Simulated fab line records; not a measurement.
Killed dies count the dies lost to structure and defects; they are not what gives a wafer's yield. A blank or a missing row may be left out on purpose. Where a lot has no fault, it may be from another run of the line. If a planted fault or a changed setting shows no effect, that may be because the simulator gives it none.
Which tool is to blame? ; flow n5-finfet ; Sampling: 10 lots, 30 wafers, 4 of 1938 route steps

== WHAT THE GAUGES READ, wafer by wafer ==
N5_BEOL_M4_RC_MEAS_101. Usual: DIBL_N 35.1 mV/V, standard deviation 1.6; DIBL_P 34.9 mV/V, standard deviation 1.8; IOFF_N 0.143 nA/um, standard deviation 0.026; IOFF_P 0.21 nA/um, standard deviation 0.037; ION_N 671 uA/um, standard deviation 11; ION_P 463 uA/um, standard deviation 7.8; SS_N 71.2 mV/dec, standard deviation 0.58; SS_P 73.0 mV/dec, standard deviation 0.54; VT_N 251 mV, standard deviation 3; VT_P -250 mV, standard deviation 4.1.
lot;measured;on;DIBL_N (mV/V);DIBL_P (mV/V);IOFF_N (nA/um);IOFF_P (nA/um);ION_N (uA/um);ION_P (uA/um);SS_N (mV/dec);SS_P (mV/dec);VT_N (mV);VT_P (mV);flag
L118;day 8 19:02;prober-02;36.0 35.5 38.2;35.6 35.7 37.7;0.173 0.165 0.214;0.22 0.23 0.27;682 682 690;468 468 469;71.7 71.4 71.7;73.0 73.1 73.6;248 247 246;-247 -244 -242;
L120;day 8 23:17;prober-02;32.9 34.7 35.1;32.2 34.7 35.1;0.110 0.137 0.147;0.18 0.21 0.22;663 678 680;462 472 464;69.8 70.9 71.3;72.5 72.8 72.7;255 250 252;-249 -248 -249;
L121;day 9 04:28;prober-01;33.5 33.3 34.0;33.1 32.9 33.4;0.131 0.129 0.138;0.17 0.17 0.16;676 670 675;461 453 460;71.2 71.2 70.9;72.3 73.0 73.1;249 251 253;-254 -255 -254;
L124;day 11 01:00;prober-01;34.3 35.9 33.5;35.1 36.5 34.4;0.135 0.155 0.131;0.20 0.23 0.20;681 691 668;467 467 469;71.2 71.6 71.2;73.2 73.7 72.3;254 251 252;-248 -246 -250;
L131;day 12 19:33;prober-02;34.3 35.3 35.3;35.3 36.7 36.2;0.134 0.158 0.158;0.21 0.22 0.21;670 678 680;468 469 469;71.1 71.9 71.5;73.3 74.3 73.1;254 248 250;-247 -250 -249;
L135;day 12 22:56;prober-01;35.7 35.8 34.8;35.6 35.3 34.3;0.147 0.151 0.132;0.19 0.18 0.18;670 672 679;459 459 464;71.4 71.8 71.2;73.1 72.7 72.9;250 250 251;-254 -255 -254;
L133;day 13 04:05;prober-01;34.3 37.8 39.0;32.9 37.6 37.7;0.113 0.182 0.201;0.21 0.30 0.29;654 681 676;457 475 466;70.6 71.5 72.7;72.9 73.5 74.2;259 249 249;-250 -243 -243;
L137;day 14 05:44;prober-01;33.6 36.4 33.3;33.2 36.0 32.2;0.113 0.156 0.106;0.18 0.22 0.16;655 676 656;462 475 455;70.6 71.6 70.8;72.5 73.7 71.9;253 252 255;-249 -248 -252;
L140;day 15 03:55;prober-01;37.5 35.5 36.4;36.4 34.0 35.6;0.162 0.135 0.157;0.26 0.23 0.25;673 673 677;469 466 476;71.4 71.0 71.7;73.5 73.5 74.0;252 251 250;-244 -247 -243;
L141;day 15 04:52;prober-01;35.0 34.8 35.2;35.3 36.6 35.1;0.138 0.135 0.132;0.21 0.23 0.21;667 661 677;463 462 474;71.1 71.2 71.0;73.1 73.1 73.1;249 249 249;-248 -247 -248;

N5_BEOL_M6_INSPECT_58: inspects for defects (darkfield). Usual: raw-defect-count reads 71 (standard deviation 25).
lot;measured;on;raw-defect-count;flag
L118;day 9 17:47;defect-inspect-02;67 37 104;
L120;day 10 00:41;defect-inspect-02;61 70 80;
L121;day 10 02:25;defect-inspect-01;73 105 96;
L124;day 12 04:41;defect-inspect-01;41 67 61;
L131;day 13 17:24;defect-inspect-01;135 73 224;
L135;day 13 20:56;defect-inspect-01;90 85 88;
L133;day 14 02:31;defect-inspect-02;72 68 82;
L137;day 14 23:37;defect-inspect-01;86 76 97;
L140;day 16 04:10;defect-inspect-02;85 66 90;
L141;day 16 07:08;defect-inspect-02;63 43 81;

== EACH LOT AND THE TOOL THAT RAN IT (in order: tool; ch and the chambers of the sampled wafers; start) ==
lot;N5_BEOL_M6_VIA_ETCH_34;N5_BEOL_M6_PRE_CLEAN_45
L118;rie-diel-04 ch 0,1,3, day 9 14:38;pvd-sputter-01, day 9 15:30
L120;rie-diel-04 ch 0,3, day 9 18:49;pvd-sputter-03, day 9 20:43
L121;rie-diel-04 ch 0,1,3, day 9 20:44;pvd-sputter-03, day 9 22:01
L124;rie-diel-05 ch 0,2,3, day 12 01:03;pvd-sputter-02, day 12 02:08
L131;rie-diel-06 ch 1,3, day 13 14:27;pvd-sputter-02, day 13 15:38
L135;rie-diel-05 ch 1,2,3, day 13 17:50;pvd-sputter-01, day 13 18:55
L133;rie-diel-05 ch 1,3, day 13 22:44;pvd-sputter-01, day 13 23:34
L137;rie-diel-05 ch 1,3, day 14 20:26;pvd-sputter-02, day 14 21:20
L140;rie-diel-05 ch 0,1,3, day 15 23:45;pvd-sputter-03, day 16 02:27
L141;rie-diel-04 ch 0,1,2, day 16 02:54;pvd-sputter-03, day 16 05:32
- N5_BEOL_M6_VIA_ETCH_34: etches SiCOH lowk in C4F6/O2, target depth 126.3 nm, time 50.9 s.
- N5_BEOL_M6_PRE_CLEAN_45: time 30 s.

== WHAT THE TOOLS THEMSELVES READ (means of the sampled wafers that have a number; where no wafer has one, the mark that the record gives instead) ==
N5_BEOL_M6_VIA_ETCH_34. Usual: drypump-motor-current-A 5.76 A, standard deviation 0.26; oes-product-au 0.82 a.u., standard deviation 0.081; rf-vpp-V 668 V, standard deviation 14; showerhead-plenum-p-Torr 2.88 Torr, standard deviation 0.096; throttle-valve-pct 20.84 %, standard deviation 0.26.
lot;tool;drypump-motor-current-A (A);oes-product-au (a.u.);rf-vpp-V (V);showerhead-plenum-p-Torr (Torr);throttle-valve-pct (%);flag
L118;rie-diel-04;5.87;0.83;677;2.91;20.86;
L120;rie-diel-04;5.65;0.73;682;2.89;20.90;
L121;rie-diel-04;5.83;0.83;678;2.91;20.85;
L124;rie-diel-05;5.88;0.82;657;2.84;20.87;
L131;rie-diel-06;5.38;0.87;660;2.87;20.58;
L135;rie-diel-05;5.96;0.82;657;2.85;20.83;
L133;rie-diel-05;5.90;0.86;654;2.84;20.77;
L137;rie-diel-05;5.88;0.84;654;2.83;20.78;
L140;rie-diel-05;5.75;0.79;659;2.84;20.69;
L141;rie-diel-04;5.65;0.90;668;2.90;20.79;

N5_BEOL_M6_PRE_CLEAN_45. Usual: heater-power-w reads 331 W (standard deviation 48).
lot;tool;heater-power-w (W);flag
L118;pvd-sputter-01;310;
L120;pvd-sputter-03;311;
L121;pvd-sputter-03;343;
L124;pvd-sputter-02;387;
L131;pvd-sputter-02;361;
L135;pvd-sputter-01;313;
L133;pvd-sputter-01;308;
L137;pvd-sputter-02;362;
L140;pvd-sputter-03;323;
L141;pvd-sputter-03;330;

== THE ANSWER, worked out from the rows above alone ==
Rule: a lot is off if the mean of its wafers that have a number lies more than 3 standard deviations from the usual mean. Also off: a lot with no number at a reading for which 4 or more lots have one. Where the step has rows for the other lots, those lots are counted as sound. The gauges are gone through in route order, then the tools' own readings, and for those a lot's mean is taken as printed above. At the first step where some lot is off, the reading lying furthest off is the one used; lots without a number count as furthest.
No lot is off at any reading shown: from this, nothing can be told.

== WHAT THE SIMULATOR PUT IN ==
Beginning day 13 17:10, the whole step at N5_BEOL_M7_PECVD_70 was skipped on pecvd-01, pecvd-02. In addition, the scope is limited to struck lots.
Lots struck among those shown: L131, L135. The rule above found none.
